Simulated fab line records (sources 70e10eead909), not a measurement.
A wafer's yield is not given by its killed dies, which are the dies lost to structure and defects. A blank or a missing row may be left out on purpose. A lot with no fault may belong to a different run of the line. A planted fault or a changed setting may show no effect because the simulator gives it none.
fab line records	flow nand_harc
record lots=24	wafers=72	last_day=33
route steps=1302 shown A_STAIRCASE@789 A_SGD_CUT@901 A_SLIT@939
lots that met no fault: taken from a fault-free run of the same line
start_h: start of the lot's first displayed wafer, in hours after the record's first day	wait_h: hours from the lot's prior step to this one	" same as the row above	L1.1+2: a single row standing in for several wafers	- value missing, or start not given	* or withheld: withheld	< > ~ a bound
route shown NAME@n: NAME is a module with steps in the file, n the number in the route of the first one	usual: mean/standard deviation taken from wafers without a fault	same: alike in all rows	chamber/n: place in a boat	sites: the reading at each site	_std_site: how widely they spread, as a standard deviation	_edge_site: inner sites' mean taken away from outer sites' mean	radius_mm: for every site, how far away it sits from the centre of the wafer	mask NAME#n: copy n	behind: the most recent tool/chamber to have shaped the wafer	hold: what put the lot on hold/how long, in hours/how the hold closed	device: the n, p or np transistor that did not switch	end of line: the same wafers' tests at the end of the route	step lacking rows: just its recipe	killed: dies that structure and defects cost at the first sort, which is not the same as the wafer's yield	map: per-die view of a wafer (x killed, . not killed, _ where there is no die)
set.NAME: the run value of the setting; set.NAME@STEP: its run value at that earlier step	model.NAME: the simulator's own value behind a step, which no gauge read
the route's steps for a sample of lots (tables are steps, rows are wafers)
services: when a tool's chamber went out of use (start_h, in hours from the record's first day, below 0 if earlier), for how many hours, and the reason
## steps
# step NHARC_A_STAIRCASE_ETCH_273
# recipe target_depth_a=1.02e+05	time_s=2468.6	ion_energy_ev=800	c4f8_flow_sccm=80	o2_flow_sccm=60	ar_flow_sccm=withheld	rf_w=600	bias_w=3000	chemistry=C4F8/O2/Ar
# usual oes_product_au=0.941/0.013	rf_vpp_V=1826/9.2
lot.wafer	tool	chamber	start_h	wait_h	oes_product_au	rf_hours_counter_h	rf_vpp_V
L074.3	rie_diel-09	0	-	-	0.922	9	1825
L074.5	"	3	"	"	0.923	-	1815
L074.6	"	0	"	"	0.931	-	1825
L075.1	rie_diel-02	1	-	-	0.959	53	1830
L075.2	"	3	"	"	0.953	51	1812
L075.5	"	2	"	"	0.945	-	1812
L076.3	rie_diel-02	2	-	-	0.961	52	1814
L076.1	"	3	"	"	0.948	52	1812
L076.6	"	1	"	"	0.946	-	1831
L078.2	rie_diel-09	0	-	-	0.930	25	1823
L078.4	"	2	"	"	0.944	-	1837
L078.5	"	3	"	"	0.920	-	1815
L077.1	rie_diel-02	2	-	-	0.940	1	1813
L077.5	"	3	"	"	0.938	-	1812
L077.6	"	0	"	"	0.942	-	1826
L079.2	rie_diel-09	2	-	-	0.970	32	1835
L079.3	"	1	"	"	0.943	22	1835
L079.5	"	2	"	"	0.955	-	1836
L080.4	rie_diel-09	3	-	-	0.954	34	1814
L080.6	"	0	"	"	0.948	-	1823
L080.5	"	1	"	"	0.948	-	1834
L081.1	rie_diel-09	2	-	-	0.965	41	1836
L081.2	"	0	"	"	0.950	38	1823
L081.3	"	1	"	"	0.947	34	1834
L082.4	rie_diel-09	3	-	-	0.941	41	1814
L082.6	"	0	"	"	0.930	-	1825
L082.5	"	1	"	"	0.940	-	1833
L083.3	rie_diel-12	3	-	-	0.942	6	1829
L083.6	"	2	"	"	0.907	-	1844
L083.5	"	3	"	"	0.946	-	1828
L084.2	rie_diel-02	1	-	-	0.947	26	1829
L084.3	"	2	"	"	0.927	23	1812
L084.6	"	1	"	"	0.948	-	1828
L085.1	rie_diel-09	0	-	-	0.934	51	1824
L085.4	"	2	"	"	0.956	52	1836
L085.6	"	0	"	"	0.937	-	1823
L086.2	rie_diel-12	0	-	-	0.958	11	1829
L086.1	"	3	"	"	0.959	12	1828
L086.6	"	1	"	"	0.936	-	1813
L088.4	rie_diel-09	2	-	-	0.913	1	1835
L088.2	"	0	"	"	0.917	1	1821
L088.1	"	1	"	"	0.939	1	1832
L087.4	rie_diel-12	1	-	-	0.950	22	1813
L087.1	"	2	"	"	0.930	24	1843
L087.3	"	3	"	"	0.953	24	1829
L091.1	rie_diel-02	0	-	-	0.933	36	1824
L091.4	"	1	"	"	0.959	40	1828
L091.6	"	0	"	"	0.941	-	1825
L089.3	rie_diel-09	1	-	-	0.958	6	1833
L089.2	"	2	"	"	0.939	6	1835
L089.6	"	0	"	"	0.937	-	1823
L090.3	rie_diel-09	0	-	-	0.916	11	1823
L090.5	"	0	"	"	0.926	-	1823
L090.6	"	1	"	"	0.937	-	1834
L092.3	rie_diel-02	0	-	-	0.938	50	1824
L092.2	"	3	"	"	0.971	52	1811
L092.5	"	0	"	"	0.929	-	1825
L093.1	rie_diel-09	1	-	-	0.945	14	1831
L093.4	"	2	"	"	0.936	14	1836
L093.5	"	1	"	"	0.935	-	1832
L094.1	rie_diel-12	0	-	-	0.943	42	1827
L094.3	"	1	"	"	0.948	39	1812
L094.5	"	0	"	"	0.951	-	1827
L095.4	rie_diel-09	1	-	-	0.936	20	1833
L095.2	"	0	"	"	0.933	24	1822
L095.5	"	2	"	"	0.931	-	1836
L096.4	rie_diel-09	2	-	-	0.931	21	1834
L096.1	"	0	"	"	0.938	24	1823
L096.5	"	1	"	"	0.955	-	1832
L097.2	rie_diel-12	3	-	-	0.966	54	1826
L097.3	"	0	"	"	0.942	56	1827
L097.6	"	1	"	"	0.939	-	1812
# step NHARC_A_STAIRCASE_DEP_471
# recipe target_thk_a=1000	temp_c=400	pressure_torr=6.5	rf_w=900	teos_flow_sccm=161.4	flow_sccm=2650	target_thk_nm=100	gas=O2	material=SiO2
# usual heater_power_w=552/100	throttle_valve_pct=15.8/0.44
lot.wafer	tool	chamber	start_h	wait_h	heater_power_w	throttle_valve_pct
L074.3	pecvd-04	0	423.72	-	611	16.2
L074.6	"	0	"	"	470	16.2
L074.5	"	1	"	"	371	16.1
L075.1	pecvd-02	2	444.56	-	683	16.4
L075.2	"	1	"	"	601	15.4
L075.5	"	1	"	"	604	15.2
L076.1	pecvd-02	1	444.75	-	705	15.3
L076.3	"	0	"	"	557	15.9
L076.6	"	2	"	"	712	16.4
L077.1	pecvd-04	2	471.95	-	444	16.2
L077.5	"	1	"	"	340	16.4
L077.6	"	2	"	"	438	16.2
L079.2	pecvd-02	2	472.02	-	698	16.6
L079.3	"	1	"	"	692	15.5
L079.5	"	0	"	"	642	15.6
L078.2	pecvd-04	0	472.19	-	569	15.4
L078.4	"	2	"	"	402	15.9
L078.5	"	1	"	"	420	16.4
L080.6	pecvd-04	1	491.99	-	432	16.5
L080.5	"	2	"	"	517	16.0
L080.4	"	0	"	"	673	15.5
L081.2	pecvd-03	2	513.54	-	402	15.6
L081.1	"	0	"	"	684	15.7
L081.3	"	1	"	"	529	15.7
L082.5	pecvd-04	2	513.78	-	473	16.1
L082.4	"	0	"	"	614	15.6
L082.6	"	1	"	"	346	16.6
L084.2	pecvd-02	2	535.41	-	619	16.5
L084.3	"	1	"	"	651	15.6
L084.6	"	1	"	"	652	15.4
L083.3	pecvd-02	1	535.77	-	656	15.4
L083.5	"	0	"	"	627	15.8
L083.6	"	1	"	"	661	15.5
L085.1	pecvd-02	0	545.65	-	670	15.9
L085.4	"	1	"	"	616	15.5
L085.6	"	2	"	"	700	16.6
L086.2	pecvd-04	2	552.14	-	501	16.0
L086.1	"	1	"	"	394	16.6
L086.6	"	0	"	"	616	15.7
L088.2	pecvd-02	2	567.72	-	610	16.6
L088.1	"	1	"	"	657	15.5
L088.4	"	2	"	"	628	16.5
L087.3	pecvd-03	0	567.96	-	592	15.1
L087.1	"	1	"	"	524	15.3
L087.4	"	2	"	"	481	15.5
L089.3	pecvd-03	1	583.51	-	591	15.3
L089.2	"	0	"	"	481	15.1
L089.6	"	2	"	"	405	15.5
L091.1	pecvd-03	2	586.91	-	454	15.6
L091.6	"	0	"	"	573	15.2
L091.4	"	1	"	"	643	15.1
L090.3	pecvd-03	0	596.04	-	505	15.4
L090.6	"	1	"	"	661	15.5
L090.5	"	0	"	"	510	15.1
L093.1	pecvd-03	2	616.94	-	391	15.7
L093.5	"	1	"	"	639	15.4
L093.4	"	0	"	"	596	15.0
L092.2	pecvd-04	2	617.13	-	485	16.2
L092.3	"	1	"	"	416	16.3
L092.5	"	2	"	"	500	16.0
L094.1	pecvd-03	2	627.27	-	450	15.5
L094.3	"	0	"	"	618	15.0
L094.5	"	1	"	"	572	15.4
L095.2	pecvd-03	2	637.62	-	383	15.6
L095.4	"	2	"	"	400	15.8
L095.5	"	0	"	"	578	15.1
L096.1	pecvd-03	0	638.06	-	520	15.2
L096.5	"	2	"	"	409	15.7
L096.4	"	1	"	"	598	15.4
L097.2	pecvd-03	2	662.77	-	499	15.5
L097.3	"	0	"	"	564	15.3
L097.6	"	2	"	"	483	15.9
# step NHARC_A_SGD_CUT_CD_MEAS_09
# recipe target_cd_nm=100	landing_energy_ev=500
# usual cd_nm=99.6/0.7
# same landing_energy_ev=500
lot.wafer	tool	chamber	start_h	wait_h	cd_nm
L074.3	cd_sem-01	0	425.11	-	99.0
L074.5	"	0	"	"	98.1
L074.6	"	0	"	"	98.8
L075.1	cd_sem-02	0	445.97	-	99.1
L075.2	"	0	"	"	99.8
L075.5	"	0	"	"	99.9
L076.1	cd_sem-03	0	446.02	-	100.3
L076.3	"	0	"	"	100.1
L076.6	"	0	"	"	99.5
L077.1	cd_sem-01	0	473.18	-	99.9
L077.5	"	0	"	"	99.6
L077.6	"	0	"	"	100.0
L079.2	cd_sem-02	0	473.44	-	99.2
L079.3	"	0	"	"	100.0
L079.5	"	0	"	"	99.0
L078.2	cd_sem-03	0	473.60	-	100.0
L078.4	"	0	"	"	99.6
L078.5	"	0	"	"	99.7
L080.4	cd_sem-02	0	493.19	-	99.4
L080.5	"	0	"	"	100.0
L080.6	"	0	"	"	98.6
L081.1	cd_sem-01	0	514.82	-	99.0
L081.2	"	0	"	"	99.2
L081.3	"	0	"	"	98.6
L082.4	cd_sem-02	0	515.11	-	99.9
L082.5	"	0	"	"	99.4
L082.6	"	0	"	"	100.3
L084.2	cd_sem-01	0	536.82	-	99.4
L084.3	"	0	"	"	99.3
L084.6	"	0	"	"	99.9
L083.3	cd_sem-02	0	537.15	-	98.5
L083.5	"	0	"	"	99.6
L083.6	"	0	"	"	98.7
L085.1	cd_sem-01	0	546.93	-	99.3
L085.4	"	0	"	"	99.6
L085.6	"	0	"	"	99.7
L086.1	cd_sem-02	0	554.33	-	100.7
L086.2	"	0	"	"	101.0
L086.6	"	0	"	"	100.4
L088.1	cd_sem-01	0	569.12	-	99.4
L088.2	"	0	"	"	98.6
L088.4	"	0	"	"	99.6
L087.1	cd_sem-02	0	569.37	-	98.8
L087.3	"	0	"	"	99.3
L087.4	"	0	"	"	99.6
L089.2	cd_sem-03	0	584.80	-	99.5
L089.3	"	0	"	"	99.6
L089.6	"	0	"	"	99.4
L091.1	cd_sem-03	0	588.19	-	99.0
L091.4	"	0	"	"	98.7
L091.6	"	0	"	"	98.7
L090.3	cd_sem-03	0	597.39	-	99.9
L090.5	"	0	"	"	99.4
L090.6	"	0	"	"	99.9
L093.1	cd_sem-01	0	618.32	-	99.5
L093.4	"	0	"	"	100.2
L093.5	"	0	"	"	101.1
L092.2	cd_sem-03	0	618.40	-	99.7
L092.3	"	0	"	"	99.3
L092.5	"	0	"	"	98.8
L094.1	cd_sem-02	0	628.53	-	101.6
L094.3	"	0	"	"	101.2
L094.5	"	0	"	"	100.7
L095.2	cd_sem-02	0	638.87	-	99.4
L095.4	"	0	"	"	99.8
L095.5	"	0	"	"	99.8
L096.1	cd_sem-02	0	639.43	-	98.7
L096.4	"	0	"	"	98.7
L096.5	"	0	"	"	99.2
L097.2	cd_sem-03	0	664.18	-	98.8
L097.3	"	0	"	"	99.2
L097.6	"	0	"	"	99.4
# step NHARC_A_SGD_CUT_INSPECT_11
# usual raw_defect_count=56/31
lot.wafer	tool	chamber	start_h	wait_h	raw_defect_count
L074.3	defect_inspect-01	-	425.23	0.0	64
L074.5	"	-	"	"	49
L074.6	"	-	"	"	58
L075.1	defect_inspect-01	-	446.09	0.0	58
L075.2	"	-	"	"	52
L075.5	"	-	"	"	55
L076.1	defect_inspect-01	-	446.18	0.1	103
L076.3	"	-	"	"	118
L076.6	"	-	"	"	129
L077.1	defect_inspect-02	-	473.31	0.0	20
L077.5	"	-	"	"	31
L077.6	"	-	"	"	10
L079.2	defect_inspect-02	-	473.56	0.0	26
L079.3	"	-	"	"	18
L079.5	"	-	"	"	24
L078.2	defect_inspect-01	-	473.72	0.0	103
L078.4	"	-	"	"	110
L078.5	"	-	"	"	95
L080.4	defect_inspect-02	-	493.31	0.0	59
L080.5	"	-	"	"	75
L080.6	"	-	"	"	76
L081.1	defect_inspect-01	-	514.95	0.0	28
L081.2	"	-	"	"	20
L081.3	"	-	"	"	23
L082.4	defect_inspect-02	-	515.23	0.0	121
L082.5	"	-	"	"	119
L082.6	"	-	"	"	106
L084.2	defect_inspect-02	-	536.95	0.0	27
L084.3	"	-	"	"	35
L084.6	"	-	"	"	35
L083.3	defect_inspect-02	-	537.27	0.0	78
L083.5	"	-	"	"	78
L083.6	"	-	"	"	74
L085.1	defect_inspect-02	-	547.05	0.0	22
L085.4	"	-	"	"	19
L085.6	"	-	"	"	11
L086.1	defect_inspect-02	-	554.46	0.0	36
L086.2	"	-	"	"	22
L086.6	"	-	"	"	29
L088.1	defect_inspect-02	-	569.25	0.0	75
L088.2	"	-	"	"	107
L088.4	"	-	"	"	90
L087.1	defect_inspect-02	-	569.49	0.0	21
L087.3	"	-	"	"	13
L087.4	"	-	"	"	9
L089.2	defect_inspect-01	-	584.92	0.0	84
L089.3	"	-	"	"	74
L089.6	"	-	"	"	100
L091.1	defect_inspect-02	-	588.31	0.0	54
L091.4	"	-	"	"	60
L091.6	"	-	"	"	61
L090.3	defect_inspect-02	-	597.51	0.0	51
L090.5	"	-	"	"	41
L090.6	"	-	"	"	51
L093.1	defect_inspect-01	-	618.45	0.0	48
L093.4	"	-	"	"	44
L093.5	"	-	"	"	51
L092.2	defect_inspect-02	-	618.53	0.0	53
L092.3	"	-	"	"	51
L092.5	"	-	"	"	62
L094.1	defect_inspect-01	-	628.66	0.0	69
L094.3	"	-	"	"	59
L094.5	"	-	"	"	69
L095.2	defect_inspect-01	-	638.99	0.0	8
L095.4	"	-	"	"	6
L095.5	"	-	"	"	16
L096.1	defect_inspect-01	-	639.55	0.0	61
L096.4	"	-	"	"	69
L096.5	"	-	"	"	63
L097.2	defect_inspect-02	-	664.30	0.0	66
L097.3	"	-	"	"	53
L097.6	"	-	"	"	57
# step NHARC_A_SGD_CUT_THK_MEAS_22
# recipe thk_meas_gauge=ellipsometry
# usual thk_nm=148.0/1.8
lot.wafer	tool	chamber	start_h	wait_h	thk_nm
L074.3	film_metro-02	-	432.31	0.2	150.5
L074.5	"	-	"	"	147.0
L074.6	"	-	"	"	149.2
L076.1	film_metro-01	-	453.82	0.2	145.8
L076.3	"	-	"	"	152.1
L076.6	"	-	"	"	148.5
L075.1	film_metro-02	-	453.91	0.2	147.6
L075.2	"	-	"	"	146.0
L075.5	"	-	"	"	146.9
L078.2	film_metro-01	-	484.90	0.2	146.6
L078.4	"	-	"	"	150.6
L078.5	"	-	"	"	145.0
L077.1	film_metro-02	-	484.90	0.2	151.2
L077.5	"	-	"	"	149.2
L077.6	"	-	"	"	149.5
L079.2	film_metro-01	-	484.91	0.2	145.0
L079.3	"	-	"	"	149.1
L079.5	"	-	"	"	146.1
L080.4	film_metro-02	-	501.35	0.2	146.5
L080.5	"	-	"	"	147.1
L080.6	"	-	"	"	148.8
L082.4	film_metro-02	-	521.17	0.2	144.1
L082.5	"	-	"	"	150.4
L082.6	"	-	"	"	148.0
L081.1	film_metro-01	-	521.17	0.2	147.9
L081.2	"	-	"	"	147.4
L081.3	"	-	"	"	147.2
L084.2	film_metro-01	-	543.20	0.2	147.9
L084.3	"	-	"	"	146.8
L084.6	"	-	"	"	147.0
L083.3	film_metro-02	-	543.34	0.2	143.7
L083.5	"	-	"	"	148.8
L083.6	"	-	"	"	147.9
L085.1	film_metro-02	-	556.24	0.2	148.6
L085.4	"	-	"	"	148.5
L085.6	"	-	"	"	148.7
L086.1	film_metro-01	-	560.89	0.2	149.8
L086.2	"	-	"	"	149.3
L086.6	"	-	"	"	145.9
L088.1	film_metro-02	-	575.49	0.2	148.4
L088.2	"	-	"	"	148.5
L088.4	"	-	"	"	146.1
L087.1	film_metro-01	-	575.49	0.2	146.4
L087.3	"	-	"	"	149.7
L087.4	"	-	"	"	148.7
L089.2	film_metro-01	-	590.98	0.2	150.0
L089.3	"	-	"	"	150.0
L089.6	"	-	"	"	148.0
L091.1	film_metro-02	-	595.67	0.2	146.6
L091.4	"	-	"	"	148.1
L091.6	"	-	"	"	149.9
L090.3	film_metro-01	-	603.72	0.2	143.6
L090.5	"	-	"	"	143.2
L090.6	"	-	"	"	148.6
L093.1	film_metro-02	-	624.51	0.2	148.2
L093.4	"	-	"	"	145.1
L093.5	"	-	"	"	146.2
L092.2	film_metro-01	-	624.51	0.2	146.5
L092.3	"	-	"	"	150.6
L092.5	"	-	"	"	148.5
L094.1	film_metro-02	-	634.87	0.2	148.0
L094.3	"	-	"	"	145.8
L094.5	"	-	"	"	144.4
L096.1	film_metro-02	-	648.62	0.2	147.9
L096.4	"	-	"	"	146.6
L096.5	"	-	"	"	149.1
L095.2	film_metro-01	-	648.62	0.2	145.3
L095.4	"	-	"	"	149.6
L095.5	"	-	"	"	148.2
L097.2	film_metro-02	-	670.39	0.2	146.9
L097.3	"	-	"	"	150.6
L097.6	"	-	"	"	149.2
# step NHARC_A_SLIT_ETCH_17
# recipe bias_v=900	source_w=withheld	pressure_mtorr=20	ar_flow_sccm=375	c4f8_flow_sccm=83.3	o2_flow_sccm=41.7	time_s=4254.5	target_depth_a=2.03e+05	chemistry=C4F8/O2/Ar
# usual drypump_motor_current_A=5.38/0.17	showerhead_plenum_p_Torr=3.69/0.14	throttle_valve_pct=32.045/0.0095
lot.wafer	tool	chamber	start_h	wait_h	drypump_motor_current_A	rf_hours_counter_h	showerhead_plenum_p_Torr	throttle_valve_pct
L074.3	har_etch-02	0	442.84	-	5.24	-	3.92	32.053
L074.6	"	0	444.04	-	5.25	-	3.92	32.031
L074.5	"	1	"	"	5.27	-	3.70	32.054
L076.1	har_etch-01	0	461.38	-	5.70	249	3.65	32.038
L076.3	"	1	"	"	5.44	-	3.57	32.056
L076.6	"	0	463.81	-	5.70	-	3.65	32.054
L075.2	har_etch-02	1	461.52	-	5.29	46	3.69	32.031
L075.1	"	0	"	"	5.21	46	3.91	32.049
L075.5	"	1	463.94	-	5.27	-	3.69	32.046
L077.1	har_etch-02	1	493.87	-	5.26	62	3.68	32.034
L077.5	"	0	495.66	-	5.30	-	3.91	32.049
L077.6	"	1	"	"	5.27	-	3.68	32.042
L078.2	har_etch-01	0	494.77	-	5.71	269	3.64	32.048
L078.4	"	0	495.97	-	5.71	-	3.64	32.037
L078.5	"	1	497.76	-	5.42	-	3.56	32.054
L079.2	har_etch-02	0	497.66	-	5.26	65	3.90	32.057
L079.3	"	0	498.88	-	5.28	-	3.90	32.050
L079.5	"	0	500.10	-	5.27	-	3.90	32.038
L080.4	har_etch-01	0	514.22	-	5.70	-	3.64	32.034
L080.5	"	1	"	"	5.39	-	3.55	32.035
L080.6	"	0	"	"	5.69	-	3.64	32.037
L082.4	har_etch-02	0	530.52	-	5.23	-	3.89	32.055
L082.5	"	1	"	"	5.27	-	3.67	32.026
L082.6	"	0	"	"	5.25	-	3.89	32.056
L081.2	har_etch-02	0	532.49	-	5.27	84	3.89	32.042
L081.1	"	1	"	"	5.26	84	3.67	32.041
L081.3	"	1	534.29	-	5.26	-	3.67	32.044
L084.2	har_etch-01	1	550.40	-	5.40	299	3.54	32.052
L084.3	"	0	552.22	-	5.71	-	3.63	32.041
L084.6	"	0	553.44	-	5.69	-	3.63	32.043
L083.3	har_etch-02	0	553.93	-	5.28	-	3.89	32.043
L083.5	"	1	"	"	5.25	-	3.66	32.050
L083.6	"	0	"	"	5.28	-	3.89	32.055
L085.1	har_etch-02	0	565.07	-	5.23	99	3.88	32.042
L085.4	"	0	566.26	-	5.25	-	3.88	32.040
L085.6	"	0	567.45	-	5.23	-	3.88	32.059
L086.2	har_etch-02	1	570.98	-	5.26	103	3.66	32.051
L086.1	"	0	"	"	5.21	103	3.88	32.038
L086.6	"	0	573.98	-	5.24	-	3.88	32.058
L088.1	har_etch-02	0	582.14	-	5.28	110	3.88	32.062
L088.2	"	1	"	"	5.26	110	3.65	32.045
L088.4	"	1	583.96	-	5.28	-	3.65	32.035
L087.1	har_etch-01	1	583.44	-	5.42	322	3.53	32.038
L087.4	"	0	"	"	5.70	-	3.61	32.050
L087.3	"	1	"	"	5.40	-	3.53	32.045
L089.2	har_etch-01	0	599.14	-	5.69	334	3.61	32.027
L089.3	"	0	600.36	-	5.71	-	3.61	32.049
L089.6	"	0	601.57	-	5.69	-	3.61	32.069
L091.1	har_etch-02	1	603.04	-	5.27	126	3.65	32.061
L091.4	"	1	604.25	-	5.26	-	3.65	32.053
L091.6	"	1	605.45	-	5.26	-	3.65	32.027
L090.3	har_etch-02	1	612.62	-	5.26	-	3.65	32.040
L090.6	"	0	"	"	5.25	-	3.87	32.040
L090.5	"	1	"	"	5.27	-	3.64	32.048
L093.1	har_etch-02	0	633.72	-	5.33	141	3.86	32.043
L093.4	"	1	"	"	5.26	-	3.64	32.044
L093.5	"	1	635.55	-	5.28	-	3.64	32.044
L092.2	har_etch-01	0	633.99	-	5.72	353	3.60	32.053
L092.3	"	0	635.20	-	5.73	-	3.60	32.053
L092.5	"	0	636.41	-	5.70	-	3.60	32.054
L094.1	har_etch-01	0	642.55	-	5.72	357	3.59	32.046
L094.3	"	1	"	"	5.43	-	3.51	32.032
L094.5	"	0	644.98	-	5.69	-	3.59	32.032
L095.2	har_etch-01	1	656.10	-	5.40	364	3.51	32.031
L095.4	"	1	657.32	-	5.41	-	3.51	32.044
L095.5	"	0	659.14	-	5.70	-	3.59	32.043
L096.1	har_etch-02	1	659.39	-	5.26	156	3.63	32.044
L096.4	"	0	661.20	-	5.23	-	3.85	32.037
L096.5	"	0	662.41	-	5.23	-	3.85	32.063
L097.2	har_etch-01	0	677.68	-	5.68	376	3.58	32.060
L097.3	"	0	678.90	-	5.68	-	3.58	32.047
L097.6	"	0	680.12	-	5.69	-	3.58	32.043
## services
tool	chamber	start_h	hours	kind
pecvd-03	1	344.84	7.1	repair
rie_diel-02	1	352.67	2.9	repair
pecvd-02	-	354.37	0.7	repair
rie_diel-09	1	362.60	6.4	repair
pecvd-03	-	366.96	13.0	pm
har_etch-02	-	379.55	17.0	pm
rie_diel-09	-	382.34	0.5	repair
rie_diel-09	1	402.16	8.5	repair
pecvd-02	-	408.38	13.0	pm
pecvd-03	-	421.54	3.6	repair
pecvd-04	-	450.15	13.0	pm
pecvd-03	0	464.27	5.3	repair
pecvd-03	2	479.59	2.3	repair
rie_diel-09	-	492.81	0.4	repair
rie_diel-09	-	499.27	9.0	pm
rie_diel-09	3	516.98	9.6	repair
har_etch-02	-	540.37	7.6	repair
pecvd-03	-	547.96	13.0	pm
rie_diel-09	-	569.71	7.4	repair
pecvd-04	-	575.74	1.2	repair
pecvd-02	-	589.38	13.0	pm
pecvd-04	-	596.02	11.9	repair
pecvd-04	-	631.15	13.0	pm
rie_diel-09	-	676.27	9.0	pm
## key
fault none
